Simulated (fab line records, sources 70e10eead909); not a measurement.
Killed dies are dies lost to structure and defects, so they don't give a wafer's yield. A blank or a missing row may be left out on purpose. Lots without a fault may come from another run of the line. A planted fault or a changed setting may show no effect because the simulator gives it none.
fab line records | flow nand_harc | part 1 of 2: steps 1 to 3 of 6
record lots=23 wafers=69 last_day=33
route steps=1302 shown A_CONTACT@1057 A_BLC@1117
lots that met no fault: from a run of the same line without faults
start_h: hours from the record's first day to the start of the lot's first wafer shown | wait_h: hours since the lot's step before | " the same as in the row above | L1.1+2: a row that stands for several wafers | - no value, or no start given | * or withheld: withheld | < > ~ a bound
route shown NAME@n: a module of which the file shows steps, and the number in the route of the first | usual: mean/standard deviation of fault-free wafers | same: alike in all rows | chamber/n: place in a boat | sites: the reading at each site | _std_site: their standard deviation | _edge_site: outer sites' mean less inner sites' | radius_mm: how far each site lies from the wafer's centre | mask NAME#n: copy n | behind: the tool/chamber that last shaped the wafer | hold: why the lot was held/for how many hours/how that ended | device: the transistor (n, p or np) that didn't switch | end of line: the same wafers' tests at the end of the route | a step without rows: its recipe alone | killed: dies lost to structure and defects at the first sort, not the wafer's yield | map: a wafer's dies, x killed, . not, _ none there
set.NAME: the setting as run; set.NAME@STEP: as run at that earlier step | model.NAME: the simulator's own value behind a step, which no gauge read
steps of the route over a sample of lots; a table a step, a row a wafer
services: from which hour (start_h, from the record's first day; less than 0 if before it) a tool's chamber was out of use, for how many hours, and why
## steps
# step NHARC_A_CONTACT_ETCH_91
# recipe target_depth_a=400 over_etch_frac=0.5 time_s=85.7 ion_energy_ev=120 ch3f_flow_sccm=50 o2_flow_sccm=30 ar_flow_sccm=200 rf_w=500 bias_w=100 chemistry=CH3F/O2
# usual chamber_pressure_mTorr=25.001/0.023 drypump_motor_current_A=5.6/0.44 oes_product_au=0.934/0.024 rf_vpp_V=243.9/1.9 showerhead_plenum_p_Torr=2.43/0.12 throttle_valve_pct=20.664/0.0086
# columns lot.wafer tool chamber start_h wait_h chamber_pressure_mTorr drypump_motor_current_A oes_product_au rf_hours_counter_h rf_vpp_V showerhead_plenum_p_Torr throttle_valve_pct
L074.4 rie_diel-02 2 497.72 0.6 25.038 6.3 0.926 29 243.3 2.42 20.661
L074.3 " 3 " " 24.992 5.2 0.927 33 243.0 2.40 20.668
L074.1 " 0 " " 25.031 5.1 0.918 32 244.5 2.47 20.660
L075.3 rie_diel-02 3 522.15 0.5 24.966 5.2 0.930 39 244.1 2.40 20.645
L075.1 " 0 " " 24.972 5.1 0.927 39 244.8 2.47 20.653
L075.5 " 2 " " 24.990 6.4 0.930 - 245.1 2.41 20.660
L077.3 rie_diel-09 0 527.22 0.6 25.007 5.3 0.922 4 243.0 2.29 20.665
L077.2 " 1 " " 25.006 5.4 0.939 4 243.3 2.50 20.668
L077.1 " 2 " " 25.004 5.2 0.927 3 241.6 2.28 20.664
L076.2 rie_diel-09 2 532.20 0.7 25.003 5.1 0.917 6 242.2 2.28 20.665
L076.5 " 1 " " 24.991 5.4 0.934 - 244.6 2.49 20.656
L076.4 " 3 " " 24.972 6.0 0.909 - 246.7 2.60 20.661
L078.4 rie_diel-09 1 545.81 0.6 25.030 5.4 0.959 8 244.8 2.49 20.650
L078.5 " 2 " " 25.027 5.1 0.928 - 243.0 2.28 20.661
L078.6 " 3 " " 24.953 6.0 0.928 - 245.9 2.60 20.668
L079.1 rie_diel-02 1 560.57 0.7 24.985 6.3 0.928 53 246.0 2.49 20.666
L079.6 " 0 " " 24.970 5.1 0.929 - 244.3 2.46 20.669
L079.4 " 1 " " 24.971 6.3 0.939 - 244.0 2.49 20.684
L081.3 rie_diel-09 1 565.87 0.6 24.993 5.4 0.943 11 244.4 2.49 20.651
L081.4 " 2 " " 24.988 5.1 0.918 10 241.0 2.28 20.665
L081.5 " 1 " " 24.999 5.4 0.941 - 245.5 2.49 20.672
L080.1 rie_diel-09 1 572.91 1.0 24.987 5.4 0.943 12 244.9 2.49 20.664
L080.4 " 0 " " 25.024 5.3 0.923 - 239.9 2.29 20.668
L080.5 " 1 " " 24.992 5.4 0.923 - 246.0 2.49 20.656
L083.3 rie_diel-11 2 581.14 0.6 25.030 5.6 0.921 53 245.2 2.48 20.657
L083.6 " 0 " " 24.972 6.5 0.915 - 242.4 2.35 20.672
L083.5 " 1 " " 25.001 5.6 0.920 - 243.7 2.45 20.662
L082.4 rie_diel-09 3 584.60 0.6 25.019 6.0 0.918 - 246.4 2.60 20.693
L082.5 " 0 " " 25.018 5.3 0.928 - 242.4 2.29 20.677
L082.6 " 1 " " 25.006 5.4 0.935 - 245.8 2.49 20.665
L084.4 rie_diel-09 1 601.08 0.5 24.988 5.4 1.019 18 244.1 2.49 20.660
L084.3 " 0 " " 25.016 5.3 0.990 17 241.1 2.29 20.656
L084.6 " 1 " " 24.988 5.4 1.013 - 244.3 2.49 20.668
L085.1 rie_diel-09 3 605.50 0.9 24.998 6.0 0.920 17 247.0 2.60 20.668
L085.6 " 2 " " 25.007 5.1 0.916 - 242.8 2.28 20.657
L085.5 " 3 " " 25.018 6.0 0.912 - 247.1 2.60 20.662
L086.1 rie_diel-09 3 631.05 0.7 25.011 6.0 0.918 21 245.6 2.60 20.666
L086.4 " 0 " " 25.027 5.3 0.916 21 242.5 2.28 20.660
L086.5 " 2 " " 25.019 5.2 0.917 - 241.2 2.28 20.656
L087.3 rie_diel-11 1 639.38 0.5 25.008 5.7 1.004 9 243.5 2.44 20.651
L087.2 " 0 " " 25.017 6.5 0.997 8 242.4 2.35 20.658
L087.5 " 2 " " 24.986 5.6 1.005 - 244.4 2.48 20.650
L089.1 rie_diel-09 1 654.34 0.6 25.070 5.4 0.930 25 246.2 2.49 20.657
L089.2 " 3 " " 25.011 6.0 0.913 28 247.2 2.59 20.661
L089.6 " 2 " " 24.992 5.2 0.915 - 242.6 2.28 20.681
L088.1 rie_diel-09 0 659.18 0.7 25.027 5.3 0.930 27 241.3 2.28 20.658
L088.3 " 1 " " 24.969 5.4 0.942 27 244.7 2.49 20.659
L088.4 " 2 " " 24.953 5.1 0.916 23 241.2 2.28 20.672
L091.3 rie_diel-09 3 665.14 0.5 24.993 6.0 0.933 30 245.4 2.59 20.656
L091.4 " 1 " " 24.982 5.4 0.957 29 244.7 2.49 20.666
L091.1 " 2 " " 24.976 5.1 0.919 25 241.4 2.28 20.653
L092.4 rie_diel-09 1 705.69 0.5 24.976 5.4 0.944 4 243.4 2.48 20.661
L092.1 " 2 " " 25.023 5.1 0.935 4 241.5 2.27 20.666
L092.6 " 0 " " 25.007 5.3 0.919 - 242.4 2.28 20.674
L093.2 rie_diel-02 3 712.63 1.0 24.994 5.2 0.925 46 242.0 2.37 20.670
L093.4 " 1 " " 24.983 6.3 0.923 38 244.6 2.48 20.662
L093.6 " 3 " " 24.960 5.2 0.927 - 243.6 2.37 20.663
L094.3 rie_diel-09 2 714.77 0.6 25.020 5.2 0.935 6 241.8 2.27 20.670
L094.4 " 0 " " 24.989 5.3 0.919 6 240.9 2.28 20.668
L094.5 " 2 " " 25.018 5.1 0.927 - 241.5 2.27 20.660
L095.4 rie_diel-09 0 721.22 0.5 24.999 5.3 0.923 8 241.8 2.28 20.650
L095.2 " 2 " " 24.986 5.1 0.939 7 241.5 2.27 20.651
L095.6 " 1 " " 25.011 5.4 0.949 - 244.1 2.48 20.649
L096.3 rie_diel-02 1 742.50 0.6 24.973 6.4 0.925 50 245.5 2.47 20.676
L096.1 " 3 " " 25.015 5.2 0.920 57 243.8 2.37 20.657
L096.6 " 0 " " 24.976 5.1 0.930 - 244.7 2.44 20.665
L097.1 rie_diel-11 0 745.72 0.7 24.968 6.5 0.924 50 243.2 2.33 20.664
L097.4 " 1 " " 24.986 5.7 0.925 46 242.9 2.43 20.649
L097.5 " 0 " " 24.988 6.5 0.924 - 242.6 2.33 20.679
# step NHARC_A_CONTACT_STRIP_82
# recipe o2_flow_sccm=500 ar_flow_sccm=0 bias_w=0 chemistry=O2
# usual chamber_pressure_mTorr=60.00/0.054 drypump_motor_current_A=5.6/0.43 oes_product_au=1.002/0.012 rf_vpp_V=57.6/0.81 showerhead_plenum_p_Torr=3.47/0.17 throttle_valve_pct=17.038/0.0086
# columns lot.wafer tool chamber start_h wait_h chamber_pressure_mTorr drypump_motor_current_A oes_product_au rf_hours_counter_h rf_vpp_V showerhead_plenum_p_Torr throttle_valve_pct
L074.4 rie_diel-02 1 - - 59.96 6.3 1.001 28 57.4 3.59 17.028
L074.1 " 2 " " 60.04 6.3 1.003 29 57.6 3.47 17.033
L074.3 " 3 " " 59.95 5.2 0.991 33 56.5 3.45 17.057
L075.1 rie_diel-09 3 - - 59.90 6.0 0.994 2 57.8 3.73 17.032
L075.3 " 1 " " 59.97 5.4 1.013 3 57.2 3.58 17.035
L075.5 " 0 " " 60.00 5.3 0.986 - 57.8 3.30 17.035
L077.1 rie_diel-09 1 - - 60.08 5.4 1.015 4 58.3 3.58 17.036
L077.3 " 2 " " 59.95 5.2 1.000 3 56.4 3.29 17.029
L077.2 " 3 " " 60.03 6.0 0.994 3 58.2 3.73 17.034
L076.2 rie_diel-09 2 - - 60.04 5.2 1.004 6 56.7 3.28 17.057
L076.4 " 1 " " 60.05 5.4 1.015 - 58.7 3.58 17.037
L076.5 " 2 " " 60.03 5.1 1.016 - 57.3 3.28 17.025
L078.4 rie_diel-09 3 - - 59.98 6.0 0.997 7 57.9 3.73 17.036
L078.5 " 1 " " 60.05 5.4 1.010 - 57.5 3.58 17.025
L078.6 " 2 " " 60.07 5.2 0.991 - 57.3 3.28 17.027
L079.1 rie_diel-11 3 - - 60.00 6.1 0.991 42 56.6 3.30 17.041
L079.6 " 3 " " 60.02 6.1 0.984 - 57.8 3.29 17.030
L079.4 " 0 " " 59.94 6.5 0.974 - 57.5 3.39 17.026
L081.4 rie_diel-09 3 - - 60.11 6.0 1.004 9 58.2 3.73 17.039
L081.3 " 0 " " 59.99 5.3 0.996 10 57.4 3.29 17.040
L081.5 " 2 " " 59.90 5.1 0.987 - 56.8 3.28 17.048
L080.1 rie_diel-09 0 - - 59.92 5.3 0.990 11 57.4 3.29 17.045
L080.4 " 0 " " 60.07 5.3 1.003 - 56.6 3.29 17.045
L080.5 " 1 " " 60.02 5.4 1.023 - 58.6 3.57 17.026
L083.3 rie_diel-11 3 - - 60.03 6.1 0.999 50 57.7 3.29 17.039
L083.5 " 2 " " 60.05 5.5 0.998 - 57.3 3.56 17.027
L083.6 " 3 " " 60.01 6.1 0.986 - 56.2 3.29 17.048
L082.4 rie_diel-11 1 - - 59.94 5.7 0.997 53 57.5 3.52 17.043
L082.6 " 3 " " 59.96 6.1 0.999 - 58.0 3.29 17.034
L082.5 " 0 " " 59.99 6.5 0.974 - 57.7 3.38 17.031
L084.3 rie_diel-09 2 - - 59.98 5.1 0.987 12 56.8 3.28 17.035
L084.4 " 3 " " 60.01 6.0 0.989 17 57.5 3.72 17.040
L084.6 " 1 " " 59.97 5.4 1.010 - 57.6 3.57 17.027
L085.1 rie_diel-09 1 - - 60.18 5.4 1.022 18 57.8 3.57 17.042
L085.5 " 2 " " 60.04 5.1 0.998 - 56.8 3.28 17.032
L085.6 " 3 " " 60.04 6.0 0.987 - 59.2 3.72 17.022
L086.1 rie_diel-09 3 - - 59.97 6.0 0.999 21 58.3 3.72 17.049
L086.4 " 1 " " 60.06 5.4 1.010 21 57.2 3.57 17.035
L086.5 " 3 " " 59.97 6.0 1.000 - 58.3 3.72 17.034
L087.3 rie_diel-11 2 - - 60.02 5.6 1.008 7 57.5 3.55 17.022
L087.2 " 1 " " 59.94 5.7 1.022 9 57.6 3.51 17.049
L087.5 " 3 " " 60.09 6.1 1.024 - 58.4 3.80 17.037
L089.2 rie_diel-09 2 - - 60.05 5.2 0.987 22 56.4 3.28 17.026
L089.1 " 0 " " 60.07 5.3 1.000 26 57.1 3.28 17.040
L089.6 " 2 " " 60.04 5.2 0.999 - 57.6 3.28 17.054
L088.1 rie_diel-09 3 - - 59.91 6.0 0.989 28 58.3 3.72 17.034
L088.3 " 0 " " 60.03 5.3 0.986 27 56.2 3.28 17.032
L088.4 " 2 " " 60.05 5.2 0.994 23 57.4 3.28 17.043
L091.3 rie_diel-09 0 - - 60.11 5.3 0.991 28 57.1 3.28 17.050
L091.1 " 1 " " 60.04 5.4 1.013 29 57.1 3.57 17.034
L091.4 " 2 " " 59.99 5.1 0.999 25 56.9 3.27 17.059
L092.4 rie_diel-02 1 - - 59.97 6.4 1.005 37 57.1 3.55 17.041
L092.1 " 3 " " 60.07 5.2 1.012 43 56.0 3.41 17.019
L092.6 " 0 " " 60.05 5.1 1.023 - 57.8 3.50 17.034
L093.4 rie_diel-09 1 - - 59.99 5.4 1.013 6 57.8 3.56 17.030
L093.2 " 3 " " 60.03 6.0 1.008 6 58.1 3.71 17.051
L093.6 " 0 " " 60.04 5.3 0.992 - 57.8 3.28 17.046
L094.3 rie_diel-09 1 - - 60.02 5.4 1.018 6 56.7 3.56 17.028
L094.4 " 2 " " 60.01 5.1 1.010 6 56.2 3.27 17.036
L094.5 " 1 " " 59.93 5.4 1.012 - 58.9 3.56 17.035
L095.4 rie_diel-09 2 - - 59.98 5.2 1.010 7 58.6 3.27 17.041
L095.2 " 3 " " 60.01 6.0 1.010 8 59.2 3.71 17.043
L095.6 " 3 " " 60.04 6.0 1.012 - 58.4 3.71 17.052
L096.1 rie_diel-02 2 - - 59.99 6.4 1.013 53 57.0 3.43 17.034
L096.3 " 0 " " 59.92 5.1 1.013 60 57.0 3.50 17.036
L096.6 " 2 " " 59.95 6.3 1.008 - 58.5 3.43 17.047
L097.1 rie_diel-02 2 - - 60.03 6.4 1.006 54 57.0 3.43 17.043
L097.4 " 0 " " 59.95 5.1 1.027 61 58.5 3.50 17.044
L097.5 " 1 " " 59.93 6.3 0.995 - 57.4 3.54 17.047
# step NHARC_A_CONTACT_ETCH_92
# recipe target_depth_a=400 over_etch_frac=0.5 time_s=85.7 ion_energy_ev=120 ch3f_flow_sccm=50 o2_flow_sccm=30 ar_flow_sccm=200 rf_w=500 bias_w=100 chemistry=CH3F/O2
# usual chamber_pressure_mTorr=25.000/0.02 drypump_motor_current_A=5.6/0.45 oes_product_au=0.940/0.03 rf_vpp_V=244.0/1.8 showerhead_plenum_p_Torr=2.43/0.12 throttle_valve_pct=20.664/0.0088
# columns lot.wafer tool chamber start_h wait_h chamber_pressure_mTorr drypump_motor_current_A oes_product_au rf_hours_counter_h rf_vpp_V showerhead_plenum_p_Torr throttle_valve_pct
L074.1 rie_diel-11 3 505.07 0.5 24.978 6.1 0.931 21 243.3 2.30 20.672
L074.4 " 0 " " 25.001 6.5 0.897 22 244.9 2.36 20.662
L074.3 " 1 " " 24.990 5.7 0.913 26 245.4 2.46 20.664
L075.3 rie_diel-02 0 533.06 0.4 25.016 5.1 0.935 45 243.2 2.46 20.671
L075.1 " 1 " " 24.969 6.4 0.926 42 245.4 2.50 20.661
L075.5 " 3 " " 24.973 5.2 0.917 - 243.3 2.40 20.661
L077.1 rie_diel-02 1 534.16 0.5 25.025 6.4 0.915 42 245.5 2.50 20.668
L077.3 " 2 " " 24.999 6.4 0.909 43 243.3 2.41 20.669
L077.2 " 3 " " 24.979 5.2 0.923 46 243.8 2.39 20.656
L076.2 rie_diel-09 0 540.27 0.6 25.006 5.3 0.923 6 241.3 2.29 20.654
L076.4 " 1 " " 25.028 5.4 0.946 7 245.6 2.49 20.672
L076.5 " 1 " " 25.001 5.4 0.937 - 246.7 2.49 20.680
L078.4 rie_diel-09 0 552.68 0.4 25.001 5.3 0.929 7 241.9 2.29 20.667
L078.5 " 3 " " 25.016 6.0 0.919 - 246.9 2.60 20.656
L078.6 " 0 " " 24.967 5.3 0.931 - 241.9 2.29 20.658
L079.1 rie_diel-09 3 572.03 0.5 24.977 6.0 0.920 10 247.1 2.60 20.676
L079.4 " 1 " " 25.002 5.4 0.929 12 245.5 2.49 20.674
L079.6 " 0 " " 25.002 5.3 0.917 - 240.8 2.29 20.666
L081.3 rie_diel-09 0 577.51 0.5 25.004 5.3 0.922 12 242.4 2.29 20.662
L081.5 " 3 " " 25.028 6.0 0.919 - 246.8 2.60 20.656
L081.4 " 0 " " 25.012 5.3 0.924 - 242.2 2.29 20.663
L080.1 rie_diel-09 1 583.02 0.5 24.975 5.3 0.933 16 243.9 2.49 20.656
L080.5 " 0 " " 25.001 5.3 0.927 - 241.6 2.29 20.663
L080.4 " 3 " " 25.014 6.0 0.920 - 246.7 2.60 20.674
L083.3 rie_diel-02 2 589.60 0.4 25.011 6.3 1.006 4 243.8 2.40 20.660
L083.6 " 0 " " 24.987 5.1 1.005 - 245.4 2.46 20.648
L083.5 " 1 " " 25.006 6.3 1.005 - 245.8 2.49 20.666
L082.4 rie_diel-09 3 593.40 0.4 24.970 6.0 0.994 17 246.4 2.60 20.664
L082.5 " 2 " " 24.999 5.1 0.924 - 242.3 2.28 20.677
L082.6 " 3 " " 25.006 6.0 0.987 - 246.1 2.60 20.659
L084.3 rie_diel-09 2 608.34 0.4 24.987 5.2 0.922 12 242.2 2.28 20.662
L084.4 " 0 " " 24.974 5.3 0.928 17 240.3 2.29 20.656
L084.6 " 3 " " 24.983 6.0 0.922 - 247.0 2.60 20.661
L085.1 rie_diel-09 3 612.38 0.5 25.016 6.0 0.932 18 246.0 2.60 20.667
L085.5 " 2 " " 25.021 5.2 0.930 - 240.9 2.28 20.665
L085.6 " 3 " " 25.014 6.0 0.929 - 246.4 2.60 20.667
L086.4 rie_diel-09 0 640.42 0.4 25.021 5.3 0.910 24 242.3 2.28 20.681
L086.1 " 2 " " 24.987 5.2 0.925 18 241.8 2.28 20.656
L086.5 " 3 " " 24.997 6.0 0.919 - 246.0 2.60 20.669
L087.3 rie_diel-11 3 646.27 0.4 25.009 6.1 0.936 8 246.9 2.66 20.648
L087.2 " 0 " " 24.985 6.5 0.927 10 241.6 2.35 20.644
L087.5 " 3 " " 25.001 6.1 0.937 - 245.8 2.66 20.671
L089.2 rie_diel-09 2 664.50 0.5 25.001 5.2 0.926 25 240.3 2.28 20.656
L089.1 " 0 " " 25.009 5.3 0.928 28 241.9 2.28 20.652
L089.6 " 2 " " 25.006 5.2 0.921 - 242.0 2.28 20.660
L088.4 rie_diel-09 0 666.20 0.4 25.008 5.3 0.921 28 240.7 2.28 20.665
L088.1 " 1 " " 24.988 5.4 0.947 29 243.2 2.49 20.669
L088.3 " 3 " " 24.992 6.0 0.923 30 246.3 2.59 20.684
L091.1 rie_diel-02 3 675.94 1.7 25.002 5.2 0.939 36 244.1 2.38 20.665
L091.3 " 0 " " 24.993 5.1 0.957 36 244.8 2.44 20.658
L091.4 " 2 " " 24.991 6.4 0.933 - 243.8 2.39 20.652
L092.4 rie_diel-02 1 712.72 0.4 24.972 6.3 0.927 39 244.0 2.48 20.672
L092.1 " 3 " " 24.990 5.2 0.927 46 242.4 2.37 20.658
L092.6 " 1 " " 25.034 6.3 0.926 - 243.9 2.48 20.662
L093.4 rie_diel-02 0 721.34 0.5 25.010 5.1 1.014 53 244.2 2.44 20.648
L093.2 " 2 " " 25.004 6.3 1.011 47 243.9 2.39 20.649
L093.6 " 3 " " 25.002 5.2 1.019 - 243.9 2.37 20.655
L094.3 rie_diel-11 3 721.91 0.4 24.971 6.1 1.015 30 248.0 2.65 20.665
L094.4 " 0 " " 25.034 6.5 1.004 42 241.8 2.33 20.658
L094.5 " 3 " " 24.988 6.1 1.016 - 246.9 2.65 20.665
L095.2 rie_diel-02 3 729.91 0.5 25.034 5.2 0.936 51 243.7 2.37 20.653
L095.4 " 0 " " 25.026 5.1 0.940 - 243.7 2.44 20.671
L095.6 " 3 " " 25.011 5.2 0.940 - 243.0 2.37 20.650
L096.3 rie_diel-09 2 749.56 0.4 25.009 5.2 0.929 15 241.8 2.27 20.658
L096.1 " 3 " " 24.986 6.0 0.935 14 245.9 2.59 20.656
L096.6 " 1 " " 24.996 5.4 0.950 - 245.0 2.48 20.674
L097.1 rie_diel-09 1 752.65 0.5 24.960 5.4 0.942 14 244.9 2.48 20.655
L097.4 " 2 " " 24.981 5.2 0.928 16 243.5 2.27 20.661
L097.5 " 0 " " 24.994 5.3 0.930 - 241.3 2.28 20.659
